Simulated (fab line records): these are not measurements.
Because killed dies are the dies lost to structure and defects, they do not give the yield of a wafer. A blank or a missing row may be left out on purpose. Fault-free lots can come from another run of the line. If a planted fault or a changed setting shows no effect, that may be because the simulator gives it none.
The tool behind it: which one? + flow nandHarc + 12 lots with 36 wafers sampled at 6 steps, on a route of 1302 steps

## WHAT THE GAUGES SHOWED, per wafer
NHARC_A_DECK1_JOINT_INSPECT_05. Usual: rawDefectCount at 314, with a standard deviation of 110.
| lot  | measured     | on               | rawDefectCount | flag |
|------|--------------|------------------|----------------|------|
| L156 | day 12 17:05 | defectInspect-02 | 351 334 385    |      |
| L157 | day 12 17:07 | defectInspect-02 | 236 530 485    |      |
| L158 | day 13 14:47 | defectInspect-02 | 256 266 315    |      |
| L163 | day 14 18:04 | defectInspect-02 | 302 247 431    |      |
| L166 | day 16 15:31 | defectInspect-02 | 457 1370 1608  | OFF  |
| L171 | day 19 03:31 | defectInspect-01 | 355 253 265    |      |
| L172 | day 19 03:41 | defectInspect-02 | 355 355 221    |      |
| L173 | day 19 16:27 | defectInspect-02 | 214 226 443    |      |
| L174 | day 20 10:41 | defectInspect-02 | 184 160 191    |      |
| L175 | day 20 10:46 | defectInspect-01 | 527 441 427    |      |
| L176 | day 21 06:35 | defectInspect-02 | 191 239 315    |      |
| L178 | day 21 19:59 | defectInspect-02 | 273 287 342    |      |

NHARC_END_SORT_01. Usual: killedAtArray 65, standard deviation 19; killedAtOther 0.9, standard deviation 1.1; killedAtPeriphery 3.5, standard deviation 2.3; killedDies 69, standard deviation 19; killedOpen 3.2, standard deviation 1.8; killedShort 2.4, standard deviation 1.5.
| lot  | measured     | on        | killedAtArray | killedAtOther | killedAtPeriphery | killedDies | killedOpen | killedShort | flag |
|------|--------------|-----------|---------------|---------------|-------------------|------------|------------|-------------|------|
| L166 | day 29 12:40 | prober-02 | 84 517 530    | 0 0 1         | 3 1 1             | 87 518 532 | 4 5 3      | 2 2 0       | OFF  |

## EACH LOT AND THE TOOL THAT RAN IT (in order: tool; ch and the chambers of the sampled wafers; start)
| lot  | NHARC_A_CHANNEL_FILL_D1_ALD_15               | NHARC_A_CHANNEL_FILL_D1_ETCHBACK_08          | NHARC_A_DECK1_JOINT_ETCHBACK_00 | NHARC_A_DECK1_JOINT_CMP_02    |
|------|----------------------------------------------|----------------------------------------------|---------------------------------|-------------------------------|
| L156 | aldSinBatch-03 ch 0, day 11 15:44 or earlier | rieDiel-10 ch 0,1, day 11 15:44 or earlier   | rieSi-01 ch 0,1,3, day 11 15:44 | cmp-02 ch 0,1,3, day 12 16:24 |
| L157 | aldSinBatch-02 ch 0, day 11 15:43 or earlier | rieDiel-02 ch 1,2, day 11 15:43 or earlier   | rieSi-03 ch 0,2,3, day 11 15:43 | cmp-04 ch 0,2, day 12 16:23   |
| L158 | aldSinBatch-03 ch 0, day 12 16:42 or earlier | rieDiel-10 ch 1,2,3, day 12 16:42 or earlier | rieSi-01 ch 0,3, day 12 16:42   | cmp-01 ch 0,1,2, day 13 14:10 |
| L163 | aldSinBatch-02 ch 0, day 13 21:23 or earlier | rieDiel-02 ch 1,2,3, day 13 21:23 or earlier | rieSi-03 ch 0,1,2, day 13 21:23 | cmp-01 ch 0,2,3, day 14 17:24 |
| L166 | aldSinBatch-01 ch 0, day 15 12:51 or earlier | rieDiel-02 ch 0,1,2, day 15 12:51 or earlier | rieSi-03 ch 1,2,3, day 15 12:51 | cmp-01 ch 0,1, day 16 14:42   |
| L171 | aldSinBatch-02 ch 0, day 18 02:25 or earlier | rieDiel-01 ch 0,3, day 18 02:25 or earlier   | rieSi-01 ch 2,3, day 18 02:25   | cmp-04 ch 2,3, day 19 02:48   |
| L172 | aldSinBatch-02 ch 0, day 18 02:25 or earlier | rieDiel-02 ch 0,1,3, day 18 02:25 or earlier | rieSi-03 ch 0,3, day 18 02:25   | cmp-04 ch 0,1,3, day 19 02:59 |
| L173 | aldSinBatch-02 ch 0, day 18 15:49 or earlier | rieDiel-01 ch 1,2, day 18 15:49 or earlier   | rieSi-01 ch 1,2,3, day 18 15:49 | cmp-02 ch 0,3, day 19 15:44   |
| L174 | aldSinBatch-03 ch 0, day 19 11:54 or earlier | rieDiel-01 ch 0,1,2, day 19 11:54 or earlier | rieSi-03 ch 0,1,2, day 19 11:54 | cmp-02 ch 0,3, day 20 09:58   |
| L175 | aldSinBatch-02 ch 0, day 19 11:52 or earlier | rieDiel-01 ch 0,1,3, day 19 11:52 or earlier | rieSi-01 ch 0,1, day 19 11:52   | cmp-04 ch 2,3, day 20 10:00   |
| L176 | aldSinBatch-01 ch 0, day 20 05:31 or earlier | rieDiel-02 ch 2,3, day 20 05:31 or earlier   | rieSi-03 ch 0,3, day 20 05:31   | cmp-04 ch 2,3, day 21 05:52   |
| L178 | aldSinBatch-02 ch 0, day 20 20:49 or earlier | rieDiel-01 ch 0,1,2, day 20 20:49 or earlier | rieSi-05 ch 0,1,2, day 20 20:49 | cmp-04 ch 1,2,3, day 21 19:10 |
- NHARC_A_CHANNEL_FILL_D1_ALD_15: deposits SiNx, target thk 2 nm, pulse time 60 s, ald cycles 19.
- NHARC_A_CHANNEL_FILL_D1_ETCHBACK_08: etches the open film in C4F8, target depth 220 nm, time 110 s.
- NHARC_A_DECK1_JOINT_ETCHBACK_00: etches the open film in HBr, target depth 30 nm, time 17.4 s.
- NHARC_A_DECK1_JOINT_CMP_02: polishes SiOx.

## WHAT THE TOOLS THEMSELVES READ (means of the sampled wafers that have a number; where no wafer has one, the mark that the record gives instead)
NHARC_A_CHANNEL_FILL_D1_ALD_15. Usual: precursorPulseHeightRel at 0.999, with a standard deviation of 0.019.
| lot  | tool           | precursorPulseHeightRel | flag |
|------|----------------|-------------------------|------|
| L156 | aldSinBatch-03 | 1.006                   |      |
| L157 | aldSinBatch-02 | 0.998                   |      |
| L158 | aldSinBatch-03 | 0.990                   |      |
| L163 | aldSinBatch-02 | 1.007                   |      |
| L166 | aldSinBatch-01 | 1.022                   |      |
| L171 | aldSinBatch-02 | 0.998                   |      |
| L172 | aldSinBatch-02 | 0.996                   |      |
| L173 | aldSinBatch-02 | 1.002                   |      |
| L174 | aldSinBatch-03 | 1.002                   |      |
| L175 | aldSinBatch-02 | 0.992                   |      |
| L176 | aldSinBatch-01 | 1.011                   |      |
| L178 | aldSinBatch-02 | 1.014                   |      |

NHARC_A_CHANNEL_FILL_D1_ETCHBACK_08. Usual: oesProductAu 0.96 a.u., standard deviation 0.036; rfVppV 439.9 V, standard deviation 2.1.
| lot  | tool       | oesProductAu (a.u.) | rfVppV (V) | flag |
|------|------------|---------------------|------------|------|
| L156 | rieDiel-10 | 0.92                | 442.2      |      |
| L157 | rieDiel-02 | 1.01                | 442.0      |      |
| L158 | rieDiel-10 | 0.99                | 441.0      |      |
| L163 | rieDiel-02 | 0.99                | 439.1      |      |
| L166 | rieDiel-02 | 0.92                | 440.0      |      |
| L171 | rieDiel-01 | 0.99                | 438.8      |      |
| L172 | rieDiel-02 | 0.95                | 439.3      |      |
| L173 | rieDiel-01 | 0.99                | 439.1      |      |
| L174 | rieDiel-01 | 1.00                | 438.8      |      |
| L175 | rieDiel-01 | 0.93                | 439.3      |      |
| L176 | rieDiel-02 | 0.92                | 438.4      |      |
| L178 | rieDiel-01 | 0.92                | 438.6      |      |

NHARC_A_DECK1_JOINT_ETCHBACK_00. Usual: drypumpMotorCurrentA 5.6 A, standard deviation 0.54; oesProductAu 1.003 a.u., standard deviation 0.011; throttleValvePct 23.265 %, standard deviation 0.0088.
| lot  | tool     | drypumpMotorCurrentA (A) | oesProductAu (a.u.) | throttleValvePct (%) | flag |
|------|----------|--------------------------|---------------------|----------------------|------|
| L156 | rieSi-01 | 5.7                      | 0.996               | 23.273               |      |
| L157 | rieSi-03 | 5.7                      | 1.004               | 23.258               |      |
| L158 | rieSi-01 | 5.8                      | 1.008               | 23.263               |      |
| L163 | rieSi-03 | 5.4                      | 1.008               | 23.259               |      |
| L166 | rieSi-03 | 5.7                      | 1.009               | 23.273               |      |
| L171 | rieSi-01 | 5.9                      | 1.009               | 23.266               |      |
| L172 | rieSi-03 | 6.0                      | 1.008               | 23.270               |      |
| L173 | rieSi-01 | 5.8                      | 1.013               | 23.271               |      |
| L174 | rieSi-03 | 5.4                      | 1.001               | 23.272               |      |
| L175 | rieSi-01 | 5.1                      | 1.000               | 23.259               |      |
| L176 | rieSi-03 | 5.7                      | 1.011               | 23.273               |      |
| L178 | rieSi-05 | 5.8                      | 0.993               | 23.268               |      |

NHARC_A_DECK1_JOINT_CMP_02. Usual: motorCurrentA 12.2 A, standard deviation 0.95; slurryFilterDpKPa 13.48 kPa, standard deviation 0.12.
| lot  | tool   | motorCurrentA (A) | slurryFilterDpKPa (kPa) | flag |
|------|--------|-------------------|-------------------------|------|
| L156 | cmp-02 | 11.5              | 13.43                   |      |
| L157 | cmp-04 | 12.1              | 13.49                   |      |
| L158 | cmp-01 | 13.5              | 13.54                   |      |
| L163 | cmp-01 | 12.8              | 13.39                   |      |
| L166 | cmp-01 | 13.0              | 13.52                   |      |
| L171 | cmp-04 | 12.2              | 13.45                   |      |
| L172 | cmp-04 | 12.8              | 13.63                   |      |
| L173 | cmp-02 | 10.3              | 13.52                   |      |
| L174 | cmp-02 | 11.0              | 13.39                   |      |
| L175 | cmp-04 | 12.4              | 13.53                   |      |
| L176 | cmp-04 | 12.2              | 13.42                   |      |
| L178 | cmp-04 | 13.0              | 13.51                   |      |

## THE ANSWER, worked out from the rows above alone
Rule: a lot counts as off when the mean over its wafers that have a number is more than 3 standard deviations away from the usual mean. A lot without any number at a reading at which 4 lots or more have one is off too. Any other lot the step has rows for is counted as sound. First the gauges in route order, then the tools' own readings, where a lot's mean is used as printed above. At the first step where some lot is off, the reading lying furthest off is the one used; lots without a number count as furthest.
Off: L166, at NHARC_A_DECK1_JOINT_INSPECT_05 (rawDefectCount).
A tool fits if, at a process step before that reading, it ran every lot that is off, and no sound lot after the first of them. The gauges at NHARC_A_DECK1_JOINT_INSPECT_05 aren't tried: what is off there is off at NHARC_END_SORT_01 too, on other tools, and a gauge's error can't cause that. Because NHARC_A_CHANNEL_FILL_D1_ALD_15 lacks a start for some lots, the hours and order of its lots are taken from NHARC_A_DECK1_JOINT_ETCHBACK_00. Because NHARC_A_CHANNEL_FILL_D1_ETCHBACK_08 lacks a start for some lots, the hours and order of its lots are taken from NHARC_A_DECK1_JOINT_ETCHBACK_00. One fits: cmp-01 at NHARC_A_DECK1_JOINT_CMP_02. A fault onset in the window from L163 (day 14 17:24, its last sound lot) to L166 (day 16 14:42, its first lot off) fits.

## WHAT THE SIMULATOR HAD INSERTED
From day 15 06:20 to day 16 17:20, cmp-01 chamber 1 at NHARC_A_DECK1_JOINT_CMP_02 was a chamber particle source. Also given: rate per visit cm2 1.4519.
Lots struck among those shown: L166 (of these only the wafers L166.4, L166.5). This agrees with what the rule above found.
